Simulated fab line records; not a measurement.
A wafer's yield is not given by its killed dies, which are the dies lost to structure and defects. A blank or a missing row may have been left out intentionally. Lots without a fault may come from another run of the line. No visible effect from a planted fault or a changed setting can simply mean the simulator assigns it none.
2 desks, one fault + flow n5Finfet + each desk has only its own numbers; what lay behind them comes last

== DESK OF THE TOOL OWNER: rtpAnneal-01 ==
Per lot that ran on this tool, the mean of the sampled wafers carrying a number, from the tool's own readings at N5_MOL_CONTACT_COAG_SIL_ANNEAL_21 (time 60 s). The brackets show how far a lot's mean lies from the usual mean; more than 4 standard deviations puts the lot out of limits, marked OUT.
Columns: A = lampPowerPct at N5_MOL_CONTACT_COAG_SIL_ANNEAL_21, usual 6.38 %; B = lamp_zone_1_pct at N5_MOL_CONTACT_COAG_SIL_ANNEAL_21, usual 6.38 %; C = lamp_zone_5_pct at N5_MOL_CONTACT_COAG_SIL_ANNEAL_21, usual 6.39 %; D = wafer_temp_C_max at N5_MOL_CONTACT_COAG_SIL_ANNEAL_21, usual 552.6
| lot  | first seen here | A    | B    | C    | D     |
|------|-----------------|------|------|------|-------|
| L461 | day 5 21:40     | 6.18 | 6.19 | 6.20 | 552.8 |
| L470 | day 8 04:38     | 6.19 | 6.18 | 6.20 | 552.8 |
| L473 | day 8 23:22     | 6.19 | 6.19 | 6.20 | 552.4 |
| L475 | day 9 11:28     | 6.18 | 6.18 | 6.20 | 552.5 |
| L477 | day 9 22:08     | 6.18 | 6.19 | 6.20 | 552.6 |
Finding of this desk: none of the 5 lots has anything out of limits.

== THE DEFECT DESK ==
For each lot, the counts of the inspections along the route, averaged over the sampled wafers that have a number. The brackets show how far a lot's mean lies from the usual mean; more than 4 standard deviations puts the lot out of limits, marked OUT.
Columns: A = rawDefectCount at N5_MOL_CONTACT_COAG_INSPECT_10, usual 72
| lot  | first seen here | A  |
|------|-----------------|----|
| L458 | day 5 04:49     | 72 |
| L459 | day 5 12:26     | 43 |
| L460 | day 5 14:19     | 34 |
| L461 | day 5 20:08     | 73 |
| L469 | day 7 23:56     | 72 |
| L470 | day 8 02:55     | 55 |
| L472 | day 8 14:47     | 72 |
| L473 | day 8 21:32     | 61 |
| L475 | day 9 10:00     | 45 |
| L477 | day 9 20:43     | 77 |
| L479 | day 10 09:27    | 56 |
Finding of this desk: none of the 11 lots has anything out of limits.

== ALL TOGETHER ==
The desk of the tool owner found nothing out of limits.
Nothing out of limits was seen by the defect desk.

== WHAT THE SIMULATOR PUT IN ==
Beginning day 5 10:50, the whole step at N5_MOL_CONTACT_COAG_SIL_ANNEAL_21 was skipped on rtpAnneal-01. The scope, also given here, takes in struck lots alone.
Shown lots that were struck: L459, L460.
